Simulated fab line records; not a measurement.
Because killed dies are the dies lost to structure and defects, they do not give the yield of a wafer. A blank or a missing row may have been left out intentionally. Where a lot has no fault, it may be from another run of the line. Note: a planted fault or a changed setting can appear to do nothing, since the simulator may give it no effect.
Matching of chambers / flow n5 finfet / 3 sister chambers for N5_BEOL_M3_CO_CAP_55 on cvd co-01
The step material Co, precursor CCTBA/H2, target thk 2 nm, time 102.1 s. 3 wafers are shown with their chamber, then 7 later ones without.

== WAFERS PAIRED WITH THEIR CHAMBERS ==
wafer=L086.6; chamber=2; heater power outer w (W)=132
wafer=L090.1; chamber=1; heater power outer w (W)=125
wafer=L090.2; chamber=0; heater power outer w (W)=115

== WAFERS MISSING THEIR CHAMBER ==
wafer=L090.4; heater power outer w (W)=117
wafer=L093.1; heater power outer w (W)=120
wafer=L093.3; heater power outer w (W)=117
wafer=L093.6; heater power outer w (W)=121
wafer=L095.1; heater power outer w (W)=130
wafer=L095.2; heater power outer w (W)=122
wafer=L095.5; heater power outer w (W)=114

== WHICH CHAMBER EACH ONE RAN IN ==
wafer=L090.4; from the rows above=0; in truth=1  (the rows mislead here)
wafer=L093.1; from the rows above=can't be placed: 0 or 1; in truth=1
wafer=L093.3; from the rows above=0; in truth=0
wafer=L093.6; from the rows above=can't be placed: 1 or 0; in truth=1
wafer=L095.1; from the rows above=can't be placed: 2 or 1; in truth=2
wafer=L095.2; from the rows above=can't be placed: 1 or 0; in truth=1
wafer=L095.5; from the rows above=0; in truth=0
2 of 7 placed correctly. From these rows, 4 cannot be placed; in 4 the true chamber is one of the candidates. 1 placed wrongly.
How it was worked out, from the rows above alone: a wafer's distance from a chamber is the root of the sum, over the readings, of the square of ((its reading less the chamber's mean) divided by the reading's scatter). The wafer belongs to the nearest chamber; if the next one is less than 2 further off, it can't be placed. For every chamber, the mean is computed from those of its wafers that are shown. The scatter: root of mean squared gap, hidden wafer to nearest shown wafer, with one shown wafer a chamber.
